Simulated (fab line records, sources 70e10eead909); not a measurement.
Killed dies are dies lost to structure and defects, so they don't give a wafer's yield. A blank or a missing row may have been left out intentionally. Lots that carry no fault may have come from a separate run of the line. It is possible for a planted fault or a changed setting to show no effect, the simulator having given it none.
fab line records | flow nand-harc
record lots=5 | wafers=15 | last-day=33
route steps=1302 shown A_STAIRCASE@836 END@1302
lots that met no fault: from a run of the same line without faults
start-h: the number of hours between the record's first day and the start of the first shown wafer of the lot | wait-h: time in hours since the lot's previous step | " same as the row above | L1.1+2: a row that stands for several wafers | - no value, or no start was given | * or withheld: withheld | < > ~ a bound
route shown NAME@n: names a module that has steps shown in the file, with the first one's number in the route | usual: mean and standard deviation over wafers with no fault | same: alike in all rows | chamber/n: place in a boat | sites: the reading at each site | _std_site: the standard deviation of these | _edge_site: inner sites' mean taken away from outer sites' mean | radius-mm: for every site, how far away it sits from the centre of the wafer | mask NAME#n: copy n | behind: tool/chamber where the wafer was last shaped | hold: the reason the lot was held/the length of the hold in hours/how it ended | device: names the non-switching transistor (n, p or np) | end of line: the tests these same wafers got at the end of their route | for a step that has no rows: nothing shown but its recipe | killed: not the wafer's yield, but the dies lost to structure and defects at the first sort | map: dies across one wafer; x = killed, . = not, _ = none there
set.NAME: setting as actually run; set.NAME@STEP: the setting as run at that earlier step | model.NAME: the simulator's own value behind a step, which no gauge read
a table for each step, a row for each wafer; lots at some steps of the route
services: from which hour (start-h, from the record's first day; less than 0 if before it) a tool's chamber was out of use, for how many hours, and why
## steps
# step NHARC_A_STAIRCASE_STRIP_316
# recipe o2-flow-sccm=500 | ar-flow-sccm=0 | bias-w=0 | chemistry=O2
# step NHARC_A_STAIRCASE_STRIP_317
# recipe time-s=900 | temp-c=130 | chemistry=SPM
# step NHARC_A_STAIRCASE_PRECLEAN_318
# recipe time-s=* | temp-c=50 | bath-age-min=0 | chemistry=SC1
# step NHARC_A_STAIRCASE_SRD_329
# step NHARC_A_STAIRCASE_ALD_415
# recipe target-thk-a=300 | pulse-time-s=6 | ald-cycles=300 | temp-c=300 | material=SiO2
# step NHARC_A_STAIRCASE_ETCHBACK_416
# recipe target-depth-a=360 | time-s=7.2 | c4f8-flow-sccm=withheld | o2-flow-sccm=8 | ar-flow-sccm=withheld | rf-w=600 | bias-w=800 | chemistry=C4F8/O2/Ar
# step NHARC_A_STAIRCASE_STRIP_476
# recipe time-s=20 | o2-flow-sccm=500 | ar-flow-sccm=0 | bias-w=0 | chemistry=O2
# step NHARC_A_STAIRCASE_DEP_417
# recipe target-thk-a=600 | step-coverage-pct=20 | temp-c=400 | target-thk-nm=60 | flow-sccm=200 | rf-w=450 | material=Si3N4
# step NHARC_A_STAIRCASE_WET_418
# recipe temp-c=160 | target-depth-a=200 | chemistry=H3PO4
# step NHARC_A_STAIRCASE_PRECLEAN_419
# recipe time-s=* | temp-c=50 | bath-age-min=0 | chemistry=SC1
# step NHARC_A_STAIRCASE_SRD_421
# step NHARC_A_STAIRCASE_ALD_420
# recipe target-thk-a=200 | pulse-time-s=6 | ald-cycles=200 | temp-c=300 | material=SiO2
# usual heater-power-outer-w=269/40 | heater-power-w=476/67 | precursor-pulse-height-rel=1.001/0.02
lot.wafer | tool      | chamber | start-h | wait-h | heater-power-outer-w | heater-power-w | precursor-pulse-height-rel
L349.4    | ald-hk-02 | 0       | 366.71  | -      | 277                  | 461            | 1.012
L349.6    | "         | 1       | "       | "      | 318                  | 473            | 0.974
L349.5    | "         | 2       | "       | "      | 231                  | 427            | 0.990
L354.1    | ald-hk-02 | 3       | 425.15  | 1.3    | 264                  | 525            | 1.021
L354.2    | "         | 0       | "       | "      | 276                  | 476            | 0.990
L354.4    | "         | 1       | "       | "      | 314                  | 473            | 1.003
L359.3    | ald-hk-04 | 1       | 471.21  | -      | 341                  | 617            | 1.023
L359.1    | "         | 2       | "       | "      | 285                  | 485            | 0.986
L359.5    | "         | 0       | "       | "      | 240                  | 425            | 1.038
L367.3    | ald-hk-04 | 1       | 548.20  | -      | 335                  | 637            | 0.982
L367.4    | "         | 2       | "       | "      | 282                  | 490            | 0.976
L367.1    | "         | 3       | "       | "      | 264                  | 460            | 0.974
L370.2    | ald-hk-04 | 0       | 592.52  | -      | 238                  | 414            | 0.980
L370.6    | "         | 0       | "       | "      | 236                  | 414            | 1.034
L370.5    | "         | 1       | "       | "      | 338                  | 624            | 1.022
# step NHARC_A_STAIRCASE_CVD_552
# recipe target-thk-a=400 | temp-c=700 | pressure-mtorr=300 | material=SiNx
# step NHARC_A_STAIRCASE_DEP_151
# recipe target-thk-a=72000 | temp-c=400 | target-thk-nm=7200 | teos-flow-sccm=200 | rf-w=500 | material=SiO2
# step NHARC_A_STAIRCASE_ANNEAL_320
# recipe temp-c=750 | time-s=1800
# step NHARC_A_STAIRCASE_DEP_322
# recipe target-thk-a=72000 | temp-c=400 | target-thk-nm=7200 | teos-flow-sccm=200 | rf-w=500 | material=SiO2
# usual heater-power-outer-w=374/80 | heater-power-w=641/95
lot.wafer | tool     | chamber | start-h | wait-h | heater-power-outer-w | heater-power-w
L349.4    | pecvd-03 | 0       | 383.50  | 0.4    | 288                  | 540
L349.5    | "        | 1       | "       | "      | 375                  | 581
L349.6    | "        | 2       | "       | "      | 234                  | 487
L354.2    | pecvd-03 | 0       | 440.22  | 0.1    | 344                  | 606
L354.1    | "        | 1       | "       | "      | 454                  | 694
L354.4    | "        | 0       | "       | "      | 284                  | 529
L359.3    | pecvd-03 | 0       | 485.18  | 0.1    | 352                  | 612
L359.1    | "        | 1       | "       | "      | 490                  | 709
L359.5    | "        | 2       | "       | "      | 231                  | 504
L367.3    | pecvd-03 | 0       | 565.24  | 0.2    | 342                  | 610
L367.1    | "        | 1       | "       | "      | 399                  | 611
L367.4    | "        | 0       | "       | "      | 304                  | 561
L370.2    | pecvd-03 | 2       | 614.04  | 0.2    | 319                  | 599
L370.5    | "        | 1       | "       | "      | 348                  | 536
L370.6    | "        | 2       | "       | "      | 227                  | 482
# step NHARC_A_STAIRCASE_ANNEAL_323
# recipe temp-c=750 | time-s=1800
# step NHARC_A_STAIRCASE_DEP_325
# recipe target-thk-a=72000 | temp-c=400 | target-thk-nm=7200 | teos-flow-sccm=200 | rf-w=500 | material=SiO2
# step NHARC_A_STAIRCASE_ANNEAL_326
# recipe temp-c=750 | time-s=1800
# step NHARC_A_STAIRCASE_DEHYDRATE_433
# recipe temp-c=150 | time-s=120
# step NHARC_A_STAIRCASE_HMDS_434
# recipe time-s=30
# step NHARC_A_STAIRCASE_COAT_435
# recipe spin-rpm=1200
# step NHARC_A_STAIRCASE_SOFTBAKE_436
# recipe temp-c=135 | time-s=170
# step NHARC_A_STAIRCASE_EBR_437
# step NHARC_A_STAIRCASE_EXPOSE_438
# recipe na=0.5 | dose-mj=28.97 | mask-id=STAIR_REV
# step NHARC_A_STAIRCASE_PEB_439
# recipe peb-temp-c=115 | peb-time-s=130
# step NHARC_A_STAIRCASE_DEVELOP_440
# recipe time-s=140
# step NHARC_A_STAIRCASE_HARDBAKE_442
# recipe temp-c=120 | time-s=140
# step NHARC_A_STAIRCASE_DESCUM_443
# recipe time-s=3 | o2-flow-sccm=200 | ar-flow-sccm=0 | bias-power-w=0 | chemistry=O2
# usual drypump-motor-current-A=5.7/0.41 | mfc-ar-sccm=0.015/0.014 | oes-product-au=1.000/0.0065 | rf-vpp-V=57.9/0.92 | showerhead-plenum-p-Torr=1.91/0.12 | throttle-valve-pct=11.311/0.0094
lot.wafer | tool        | chamber | start-h | wait-h | drypump-motor-current-A | mfc-ar-sccm | oes-product-au | rf-hours-counter-h | rf-vpp-V | showerhead-plenum-p-Torr | throttle-valve-pct
L349.4    | rie-diel-03 | 1       | 407.27  | -      | 5.9                     | 0           | 1.003          | 50                 | 58.4     | 1.82                     | 11.295
L349.5    | "           | 2       | "       | "      | 5.0                     | 0           | 1.012          | -                  | 57.6     | 2.03                     | 11.299
L349.6    | "           | 3       | "       | "      | 6.1                     | 0           | 1.007          | -                  | 57.0     | 1.77                     | 11.310
L354.2    | rie-diel-03 | 1       | 457.69  | -      | 5.9                     | 0           | 1.002          | 5                  | 57.0     | 1.81                     | 11.330
L354.1    | "           | 3       | "       | "      | 6.1                     | 0           | 1.006          | 6                  | 57.7     | 2.07                     | 11.293
L354.4    | "           | 0       | "       | "      | 5.2                     | 0.019       | 0.992          | 5                  | 57.7     | 1.84                     | 11.314
L359.1    | rie-diel-05 | 2       | 503.08  | -      | 6.2                     | 0.032       | 0.989          | 33                 | 57.1     | 1.77                     | 11.302
L359.3    | "           | 1       | "       | "      | 5.4                     | 0.029       | 0.999          | 31                 | 58.1     | 1.94                     | 11.325
L359.5    | "           | 3       | "       | "      | 5.2                     | 0.006       | 1.006          | -                  | 57.4     | 2.03                     | 11.321
L367.3    | rie-diel-05 | 1       | 582.20  | -      | 5.4                     | 0.029       | 1.009          | 5                  | 57.0     | 1.93                     | 11.312
L367.1    | "           | 2       | "       | "      | 6.2                     | 0.032       | 1.009          | 4                  | 57.1     | 2.08                     | 11.314
L367.4    | "           | 2       | "       | "      | 6.2                     | 0.032       | 1.005          | -                  | 58.4     | 2.08                     | 11.295
L370.2    | rie-diel-04 | 3       | 634.61  | -      | 6.1                     | 0           | 1.005          | 38                 | 57.7     | 1.76                     | 11.307
L370.5    | "           | 3       | "       | "      | 6.1                     | 0           | 0.995          | -                  | 56.9     | 1.76                     | 11.294
L370.6    | "           | 0       | "       | "      | 5.9                     | 0           | 1.003          | -                  | 58.8     | 2.04                     | 11.297
# step NHARC_A_STAIRCASE_ETCH_444
# recipe target-depth-a=2.04e+05 | time-s=6800 | c4f8-flow-sccm=20 | o2-flow-sccm=10 | ar-flow-sccm=withheld | rf-w=600 | bias-w=1000 | chemistry=C4F8/O2
# usual oes-product-au=0.941/0.021 | rf-vpp-V=807/6.6
lot.wafer | tool        | chamber | start-h | wait-h | oes-product-au | rf-hours-counter-h | rf-vpp-V
L349.4    | rie-diel-03 | 2       | 408.03  | 0.8    | 0.920          | 38                 | 813
L349.5    | "           | 1       | 409.47  | 2.2    | 0.924          | -                  | 802
L349.6    | "           | 2       | "       | "      | 0.933          | -                  | 813
L354.1    | rie-diel-03 | 3       | 457.78  | 0.1    | 0.984          | 7                  | 815
L354.2    | "           | 1       | "       | "      | 0.967          | 5                  | 800
L354.4    | "           | 2       | "       | "      | 0.969          | 6                  | 813
L359.3    | rie-diel-05 | 0       | 505.94  | 2.8    | 0.923          | 36                 | 815
L359.1    | "           | 3       | 507.34  | 4.3    | 0.923          | 42                 | 815
L359.5    | "           | 0       | "       | "      | 0.934          | -                  | 815
L367.1    | rie-diel-05 | 1       | 582.92  | 0.7    | 0.955          | 6                  | 809
L367.3    | "           | 2       | "       | "      | 0.957          | 5                  | 814
L367.4    | "           | 0       | "       | "      | 0.964          | -                  | 816
L370.2    | rie-diel-04 | 3       | 636.14  | 1.5    | 0.925          | 39                 | 798
L370.5    | "           | 0       | "       | "      | 0.924          | -                  | 813
L370.6    | "           | 1       | "       | "      | 0.929          | -                  | 805
# step NHARC_A_STAIRCASE_STRIP_446
# recipe power-w=1500 | temp-c=250 | chemistry=O2
# usual drypump-motor-current-A=5.9/0.37 | heater-power-w=304/15
lot.wafer | tool            | chamber | start-h | wait-h | drypump-motor-current-A | heater-power-w | rf-hours-counter-h
L349.4    | plasma-asher-01 | 1       | 412.12  | 0.2    | 6.1                     | 312            | -
L349.6    | "               | 0       | "       | "      | 5.4                     | 285            | -
L349.5    | "               | 1       | "       | "      | 6.1                     | 319            | -
L354.1    | plasma-asher-02 | 1       | 462.17  | 0.0    | 6.2                     | 324            | 12
L354.2    | "               | 0       | "       | "      | 6.3                     | 296            | 12
L354.4    | "               | 0       | "       | "      | 6.3                     | 291            | -
L359.1    | plasma-asher-02 | 0       | 510.30  | 0.0    | 6.3                     | 290            | 22
L359.3    | "               | 0       | "       | "      | 6.2                     | 297            | -
L359.5    | "               | 0       | "       | "      | 6.3                     | 289            | -
L367.1    | plasma-asher-01 | 0       | 587.65  | 0.0    | 5.4                     | 290            | 19
L367.4    | "               | 0       | "       | "      | 5.4                     | 287            | -
L367.3    | "               | 1       | "       | "      | 6.1                     | 312            | -
L370.2    | plasma-asher-01 | 1       | 639.18  | 0.1    | 6.1                     | 328            | 30
L370.6    | "               | 0       | "       | "      | 5.4                     | 292            | -
L370.5    | "               | 1       | "       | "      | 6.1                     | 320            | -
# step NHARC_A_STAIRCASE_STRIP_447
# recipe time-s=900 | temp-c=130 | chemistry=SPM
# step NHARC_A_STAIRCASE_PRECLEAN_448
# recipe time-s=* | temp-c=50 | bath-age-min=0 | chemistry=SC1
# step NHARC_A_STAIRCASE_SRD_449
# step NHARC_A_STAIRCASE_CMP_450
# recipe target-thk-nm=200 | material=SiO2
# usual motor-current-A=12.1/1.2 | pad-life-wafers=183/120 | retaining-ring-pressure-frac=1.000/0.0051
lot.wafer | tool   | chamber | start-h | wait-h | motor-current-A | pad-life-wafers | retaining-ring-pressure-frac
L349.4    | cmp-01 | 1       | 412.82  | -      | 11.2            | 171             | 1.009
L349.6    | "      | 2       | "       | "      | 12.3            | -               | 1.004
L349.5    | "      | 3       | "       | "      | 13.4            | -               | 0.994
L354.1    | cmp-03 | 2       | 462.98  | -      | 13.7            | 97              | 0.987
L354.4    | "      | 3       | "       | "      | 11.2            | 98              | 0.990
L354.2    | "      | 0       | "       | "      | 12.0            | 99              | 1.002
L359.3    | cmp-02 | 0       | 511.15  | -      | 11.1            | 8               | 0.994
L359.1    | "      | 1       | "       | "      | 9.8             | 9               | 0.996
L359.5    | "      | 2       | "       | "      | 11.8            | -               | 1.005
L367.1    | cmp-02 | 3       | 588.45  | -      | 11.8            | 318             | 0.997
L367.3    | "      | 0       | "       | "      | 10.7            | 319             | 1.003
L367.4    | "      | 1       | "       | "      | 9.9             | 320             | 0.998
L370.2    | cmp-02 | 3       | 639.98  | -      | 11.9            | 135             | 1.010
L370.5    | "      | 0       | "       | "      | 10.8            | -               | 0.996
L370.6    | "      | 1       | "       | "      | 9.7             | -               | 0.995
# step NHARC_A_STAIRCASE_CMP_152
# step NHARC_END_SORT_01
# recipe temp-c=25
# usual killed-at-array=47/14 | killed-at-other=0.5/0.72 | killed-at-periphery=4/3.1 | killed-dies=52/15 | killed-open=3.2/1.9 | killed-short=2.4/1.7
# same gross-dies=677
lot.wafer | tool      | chamber | start-h | wait-h | killed-at-array | killed-at-other | killed-at-periphery | killed-dies | killed-open | killed-short
L354.1    | prober-02 | 0       | 584.49  | 2.5    | 142             | 0               | 5                   | 147         | 3           | 6
L354.2    | prober-02 | 0       | 585.30  | 2.8    | 128             | 0               | 7                   | 135         | 1           | 2
L354.4    | prober-02 | 0       | 586.92  | 3.4    | 75              | 0               | 3                   | 78          | 3           | 4
# killed by level:class
L354.1 A_STAIRCASE:unspecified=75 A_CHANNEL_HOLE_D2:chamber-film-flake=34 A_CHANNEL_HOLE_D1:chamber-film-flake=24 A_CHANNEL_FILL_D1:geometric-particle:short=2 P_ZERO_WELL:chamber-film-flake=2 P_STI:geometric-particle:short=1 P_M0:geometric-particle:open=1 A_SOURCE_PLATE:geometric-particle:open=1
L354.2 A_STAIRCASE:unspecified=58 A_CHANNEL_HOLE_D1:chamber-film-flake=39 A_CHANNEL_HOLE_D2:chamber-film-flake=24 P_GATE:chamber-film-flake=3 A_CHANNEL_FILL_D2:chamber-film-flake=2 A_STAIRCASE:chamber-film-flake=2 P_STI:geometric-particle:open=1 P_M0:geometric-particle:short=1
L354.4 A_STAIRCASE:unspecified=29 A_CHANNEL_HOLE_D2:chamber-film-flake=25 A_CHANNEL_HOLE_D1:chamber-film-flake=11 A_ONON_D1:geometric-particle:short=3 P_ZERO_WELL:chamber-film-flake=2 A_CHANNEL_FILL_D2:chamber-film-flake=2 A_STAIRCASE:chamber-film-flake=2 P_CONTACT:geometric-particle:open=1
# map L354.1 (x killed, . not)
____________.____________
_________......._________
_______..........._______
______.............______
_____.......x......._____
____.................____
____.................____
___......x............___
___...............x...___
__.....................__
__.....................__
_.........x............._
_....x..x.x............._
_......xxxx............._
_......xxx.x............_
_......xx.x............._
....xxxx.xx..............
........xxxx.............
.x.x..xx.xx..............
x.xxxx.xx.xx.............
xxxx....x..x.............
_xxxx....x.............._
_xx.xx.x...x.....x......_
_x.....xxxxxx..........._
_xxx.x..xxxxx..x........_
_xx..xxxxxxxxx......x..._
__x...xxxxxxxx..x......__
__....xxxxxxxxx........__
___...xxxxxxxx........___
___....xxxxxxx........___
____x.xxxxxxxx.......____
____....x.xxxx.......____
_____..xxx.x........_____
______...x..x......______
_______..x.x......_______
_________.x....._________
____________.____________
# map L349.6 (x killed, . not)
____________.____________
_________......._________
_______..........._______
______.............______
_____..............._____
____......x..........____
____.................____
___..................x___
___...................___
__....x....x...........__
__...x.................__
_....x.xxx.............._
_......xxx.....x.x....x._
_...x.xxxx.............._
_....xxxxx.x............_
_....xxxx.xxx.x.......x._
.....x.xxxxx.x...........
.....xxxxxxx.............
.....x.xx.xxx............
......x.xxx.x............
..x..x.xx.x..x...........
_.....x................._
_....x.................._
_....x..x..............._
_......................._
_....x.........x........_
__....x..........x.x...__
__..........x..........__
___.........x.....x...___
___...................___
____....x.......x....____
____x...............x____
_____..............._____
______.............______
_______..........._______
_________....x.._________
____________.____________
## services
tool            | chamber | start-h | hours | kind
cmp-02          | -       | 343.93  | 2.2   | repair
rie-diel-03     | 3       | 351.10  | 2.8   | repair
rie-diel-05     | -       | 355.45  | 0.1   | repair
plasma-asher-01 | -       | 372.16  | 0.7   | repair
rie-diel-05     | -       | 382.63  | 9.0   | pm
rie-diel-03     | 2       | 383.24  | 6.9   | repair
plasma-asher-02 | -       | 402.00  | 9.0   | pm
cmp-02          | -       | 407.74  | 4.0   | pm
ald-hk-04       | -       | 415.76  | 10.0  | pm
rie-diel-03     | -       | 434.37  | 9.0   | pm
pecvd-03        | 2       | 436.05  | 6.8   | repair
rie-diel-05     | 2       | 447.62  | 9.7   | repair
plasma-asher-01 | -       | 488.74  | 5.2   | repair
plasma-asher-01 | -       | 495.75  | 9.0   | pm
ald-hk-02       | -       | 497.40  | 0.4   | repair
cmp-02          | -       | 505.74  | 4.0   | pm
pecvd-03        | -       | 523.28  | 13.0  | pm
rie-diel-05     | 3       | 534.63  | 5.9   | repair
rie-diel-05     | -       | 559.63  | 9.0   | pm
cmp-02          | -       | 584.88  | 3.1   | repair
ald-hk-04       | -       | 593.76  | 10.0  | pm
cmp-02          | -       | 603.74  | 4.0   | pm
rie-diel-03     | 3       | 607.91  | 3.9   | repair
rie-diel-03     | -       | 611.37  | 9.0   | pm
## key
first-sign step=NHARC_END_SORT_01 | reading=killed-at-array | direction=up | sigmas=4.8 | usual=47 | struck=115
effect step=NHARC_END_SORT_01 | reading=killed-dies | direction=up | sigmas=4.5 | usual=52 | struck=120 | wafers-moved=2
more-kills-born-at NHARC_A_STAIRCASE_ALD_420@ald-hk-02=162
met-at NHARC_A_STAIRCASE_ALD_420
struck-wafers L354.1,L354.2,L354.4
tester-left-out L354
onset-between 366.71 425.15
also-fits NHARC_A_STAIRCASE_DESCUM_443:rie-diel-03,NHARC_A_STAIRCASE_ETCH_444:rie-diel-03,NHARC_A_STAIRCASE_CMP_450:cmp-03
fault kind=chamber-particle-source | tool=ald-hk-02 | chamber=- | onset-h=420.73 | steps=NHARC_A_STAIRCASE_ALD_420 | rate-per-visit-cm2=0.51135 | end-h=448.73
# tester-left-out: of these lots the tester's yield and bins aren't shown, on N5 and GAA mostly nor the transistor test; their killed dies are dies lost to structure and defects alone, not to doping, threshold or leakage, so they don't give the yield
